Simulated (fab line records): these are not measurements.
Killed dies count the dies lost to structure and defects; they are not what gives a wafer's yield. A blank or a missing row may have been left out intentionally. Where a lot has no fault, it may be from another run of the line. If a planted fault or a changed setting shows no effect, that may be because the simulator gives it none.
Matching of chambers ; flow n5Finfet ; N5_MOL_CONTACT_COAG_ALD_131 on aldSin-04: 4 sister chambers
The step deposits SiO2, target thk 5 nm, pulse time 1 s, co reactant pulse time 1 s. 22 wafers are shown with their chamber, then 11 later ones without.

## WAFERS, EACH WITH ITS CHAMBER
wafer;chamber;heaterPowerW (W);heaterPowerOuterW (W);precursorPulseHeightRel
L076.2;3;81;37;1.002
L076.4;0;88;44;1.004
L076.6;3;79;38;0.969
L078.2;0;89;46;0.986
L078.4;2;80;42;1.043
L078.6;0;88;46;1.001
L080.1;2;78;41;0.991
L080.5;2;80;41;1.008
L080.6;3;79;38;1.011
L083.1;1;71;38;1.034
L083.3;3;79;37;1.005
L083.4;0;88;44;0.986
L085.1;2;79;42;0.971
L085.4;1;69;38;0.976
L085.5;1;69;40;0.969
L088.3;1;69;39;0.996
L088.4;2;80;41;0.997
L088.5;0;91;44;0.994
L086.2;2;81;41;1.013
L086.3;1;71;38;0.981
L086.4;0;90;46;1.001
L089.2;0;88;46;1.035

SIGNATURES (averages over the wafers above)
reading;chamber 0;chamber 1;chamber 2;chamber 3;scatter within a chamber
heaterPowerW;88.86;69.80;79.67;79.50;1.11
heaterPowerOuterW;45.14;38.60;41.33;37.50;0.83
precursorPulseHeightRel;1.00100;0.99120;1.00383;0.99675;0.0215
Rule: a wafer's distance from a chamber is the root of the sum, over the readings, of the square of ((its reading less the chamber's mean) divided by the reading's scatter). If the next closest chamber is less than 2 further off than the closest, the wafer can't be placed; otherwise it belongs to the closest. The scatter: the root of (the sum of the squares of (reading less its chamber's mean) over the shown wafers, divided by (wafers less chambers)).

## WAFERS WITH NO CHAMBER GIVEN
wafer;heaterPowerW (W);heaterPowerOuterW (W);precursorPulseHeightRel
L089.4;83;41;1.018
L089.5;82;41;0.990
L093.2;91;46;0.988
L093.3;71;40;1.023
L093.4;80;42;1.017
L095.4;71;39;0.956
L095.5;70;38;0.978
L095.6;79;42;1.001
L096.1;82;42;0.934
L096.2;78;37;1.012
L096.6;80;41;1.004

## THE CHAMBER EACH PASSED THROUGH
wafer;from the rows above;in truth
L089.4;2;2
L089.5;2;2
L093.2;0;0
L093.3;1;1
L093.4;2;2
L095.4;1;1
L095.5;1;1
L095.6;2;2
L096.1;2;2
L096.2;3;3
L096.6;2;2
Correct placement for 11 of the 11. From these rows, 0 cannot be placed. 0 placed wrongly.
